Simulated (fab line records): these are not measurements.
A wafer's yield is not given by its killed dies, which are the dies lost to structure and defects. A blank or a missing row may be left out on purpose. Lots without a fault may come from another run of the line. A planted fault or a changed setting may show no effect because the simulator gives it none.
Chamber matching :: flow n5-finfet :: 4 sister chambers for N5_BEOL_M7_STRIP_36 on rie-diel-03
The step strips in N2/H2. 4 wafers are shown with their chamber, then 8 later ones without.

WAFERS WITH THEIR CHAMBER
wafer: L082.5
chamber: 0
showerhead-plenum-p-Torr (Torr): 2.41

wafer: L090.1
chamber: 1
showerhead-plenum-p-Torr (Torr): 2.61

wafer: L090.3
chamber: 3
showerhead-plenum-p-Torr (Torr): 2.49

wafer: L094.1
chamber: 2
showerhead-plenum-p-Torr (Torr): 2.55

WAFERS MISSING THEIR CHAMBER
wafer: L094.2
showerhead-plenum-p-Torr (Torr): 2.40

wafer: L094.4
showerhead-plenum-p-Torr (Torr): 2.60

wafer: L095.1
showerhead-plenum-p-Torr (Torr): 2.48

wafer: L095.3
showerhead-plenum-p-Torr (Torr): 2.60

wafer: L095.4
showerhead-plenum-p-Torr (Torr): 2.54

wafer: L097.3
showerhead-plenum-p-Torr (Torr): 2.60

wafer: L097.5
showerhead-plenum-p-Torr (Torr): 2.39

wafer: L097.6
showerhead-plenum-p-Torr (Torr): 2.60

CHAMBER TAKEN BY EACH
wafer: L094.2
from the rows above: 0
in truth: 0

wafer: L094.4
from the rows above: 1
in truth: 1

wafer: L095.1
from the rows above: 3
in truth: 3

wafer: L095.3
from the rows above: 1
in truth: 1

wafer: L095.4
from the rows above: 2
in truth: 2

wafer: L097.3
from the rows above: 1
in truth: 1

wafer: L097.5
from the rows above: 0
in truth: 0

wafer: L097.6
from the rows above: 1
in truth: 1
Correctly placed: 8 of 8. Not placeable from these rows: 0. 0 placed wrongly.
How it was worked out, from the rows above alone: a wafer's distance from a chamber is the root of the sum, over the readings, of the square of ((its reading less the chamber's mean) divided by the reading's scatter). If the next closest chamber is less than 2 further off than the closest, the wafer can't be placed; otherwise it belongs to the closest. A chamber's mean is the mean of its shown wafers. The scatter (one wafer shown for each chamber): square how far every hidden wafer sits from the nearest shown wafer, average those squares and take the square root.
